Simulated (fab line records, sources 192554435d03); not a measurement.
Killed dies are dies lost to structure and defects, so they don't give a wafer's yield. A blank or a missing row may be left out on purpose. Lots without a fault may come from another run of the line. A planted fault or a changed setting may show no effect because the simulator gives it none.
Chamber matching | flow n5_finfet | N5_BEOL_M7_DESCUM_33 on rie_diel-06: 4 sister chambers
The step chemistry O2, time 7 s. 18 wafers are shown with their chamber, then 9 later ones without.

WAFERS WITH THEIR CHAMBER
wafer  | chamber | drypump_motor_current_A (A) | throttle_valve_pct (%) | showerhead_plenum_p_Torr (Torr)
L074.1 | 0       | 5.5                         | 20.67                  | 2.01
L074.5 | 3       | 6.8                         | 20.16                  | 2.13
L074.6 | 0       | 5.5                         | 20.67                  | 2.01
L077.1 | 0       | 5.5                         | 20.67                  | 2.01
L077.2 | 3       | 6.7                         | 20.15                  | 2.12
L077.6 | 2       | 5.7                         | 20.80                  | 2.01
L078.1 | 0       | 5.5                         | 20.66                  | 2.01
L078.4 | 1       | 5.3                         | 20.50                  | 2.12
L078.6 | 1       | 5.3                         | 20.50                  | 2.12
L083.1 | 0       | 5.5                         | 20.71                  | 2.00
L083.2 | 3       | 6.7                         | 20.19                  | 2.12
L083.6 | 2       | 5.7                         | 20.82                  | 2.00
L084.1 | 0       | 5.5                         | 20.70                  | 2.00
L084.2 | 3       | 6.8                         | 20.19                  | 2.12
L084.4 | 1       | 5.3                         | 20.51                  | 2.12
L085.1 | 3       | 6.8                         | 20.17                  | 2.12
L085.2 | 1       | 5.3                         | 20.52                  | 2.12
L085.4 | 0       | 5.5                         | 20.70                  | 2.00

SIGNATURES (means of the wafers above)
reading                  | chamber 0 | chamber 1 | chamber 2 | chamber 3 | scatter within a chamber
drypump_motor_current_A  | 5.500     | 5.300     | 5.700     | 6.760     | 0.0293
throttle_valve_pct       | 20.6829   | 20.5075   | 20.8100   | 20.1720   | 0.0171
showerhead_plenum_p_Torr | 2.0057    | 2.1200    | 2.0050    | 2.1220    | 0.00464
Rule: a wafer's distance from a chamber is the root of the sum, over the readings, of the square of ((its reading less the chamber's mean) divided by the reading's scatter). The wafer belongs to the nearest chamber; if the next one is less than 2 further off, it can't be placed. The scatter: the root of (the sum of the squares of (reading less its chamber's mean) over the shown wafers, divided by (wafers less chambers)).

WAFERS WITHOUT THEIR CHAMBER
wafer  | drypump_motor_current_A (A) | throttle_valve_pct (%) | showerhead_plenum_p_Torr (Torr)
L089.1 | 5.7                         | 20.88                  | 2.00
L089.4 | 5.3                         | 20.53                  | 2.11
L089.6 | 5.7                         | 20.85                  | 2.00
L092.1 | 5.3                         | 20.54                  | 2.11
L092.3 | 5.7                         | 20.87                  | 2.00
L092.6 | 5.4                         | 20.53                  | 2.11
L095.2 | 5.3                         | 20.55                  | 2.11
L095.3 | 6.8                         | 20.22                  | 2.11
L095.6 | 5.7                         | 20.86                  | 1.99

WHICH CHAMBER EACH WENT THROUGH
wafer  | from the rows above | in truth
L089.1 | 2                   | 2
L089.4 | 1                   | 1
L089.6 | 2                   | 2
L092.1 | 1                   | 1
L092.3 | 2                   | 2
L092.6 | 1                   | 1
L095.2 | 1                   | 1
L095.3 | 3                   | 3
L095.6 | 2                   | 2
Placed correctly: 9 of 9. Can't be placed from these rows: 0. Placed wrongly: 0.
